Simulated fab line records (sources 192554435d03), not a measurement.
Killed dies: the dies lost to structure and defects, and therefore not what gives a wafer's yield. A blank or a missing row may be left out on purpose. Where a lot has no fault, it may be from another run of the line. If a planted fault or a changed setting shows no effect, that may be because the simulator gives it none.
Matching of chambers    flow n5_finfet    N5_BEOL_M5_DESCUM_16 on rie_diel-02: 4 sister chambers
The step chemistry O2, time 7 s. 14 wafers are shown with their chamber, then 6 later ones without.

== EACH WAFER AND ITS CHAMBER ==
wafer   chamber  showerhead_plenum_p_Torr (Torr)  throttle_valve_pct (%)  oes_product_au (a.u.)
L192.3  1        2.20                             20.17                   0.84
L192.5  0        2.02                             20.30                   0.79
L192.6  3        1.96                             20.40                   0.73
L193.4  0        2.02                             20.29                   0.79
L193.5  0        2.02                             20.29                   0.80
L194.1  2        2.09                             20.50                   0.72
L194.4  1        2.20                             20.16                   0.83
L194.5  0        2.02                             20.31                   0.80
L196.1  3        1.95                             20.40                   0.73
L196.4  1        2.20                             20.17                   0.84
L196.6  0        2.02                             20.28                   0.80
L199.2  1        2.20                             20.19                   0.84
L199.4  2        2.09                             20.50                   0.72
L199.5  3        1.95                             20.40                   0.73

SIGNATURES, as means of the wafers listed above
reading                   chamber 0  chamber 1  chamber 2  chamber 3  scatter within a chamber
showerhead_plenum_p_Torr  2.0200     2.2000     2.0900     1.9533     0.00258
throttle_valve_pct        20.2940    20.1725    20.5000    20.4000    0.00997
oes_product_au            0.7960     0.8375     0.7200     0.7300     0.00442
Rule: a wafer lies at a distance from a chamber equal to the root of the sum of squares, over the readings, of (its reading less the chamber's mean, divided by the reading's scatter). The wafer belongs to the nearest chamber; if the next one is less than 2 further off, it can't be placed. The scatter: take each reading less its chamber's mean, square it, sum over the shown wafers, divide by the number of wafers less the number of chambers, and take the root.

== WAFERS WITH NO CHAMBER GIVEN ==
wafer   showerhead_plenum_p_Torr (Torr)  throttle_valve_pct (%)  oes_product_au (a.u.)
L202.1  2.02                             20.31                   0.79
L202.2  2.08                             20.51                   0.71
L202.4  1.95                             20.41                   0.71
L213.2  2.08                             20.56                   0.71
L213.3  2.19                             20.23                   0.81
L213.4  1.94                             20.43                   0.70

== EACH ONE'S CHAMBER ==
wafer   from the rows above  in truth
L202.1  0                    0
L202.2  2                    2
L202.4  3                    3
L213.2  2                    2
L213.3  1                    1
L213.4  3                    3
6 of 6 placed correctly. Left unplaced by these rows: 0. Number placed wrongly: 0.
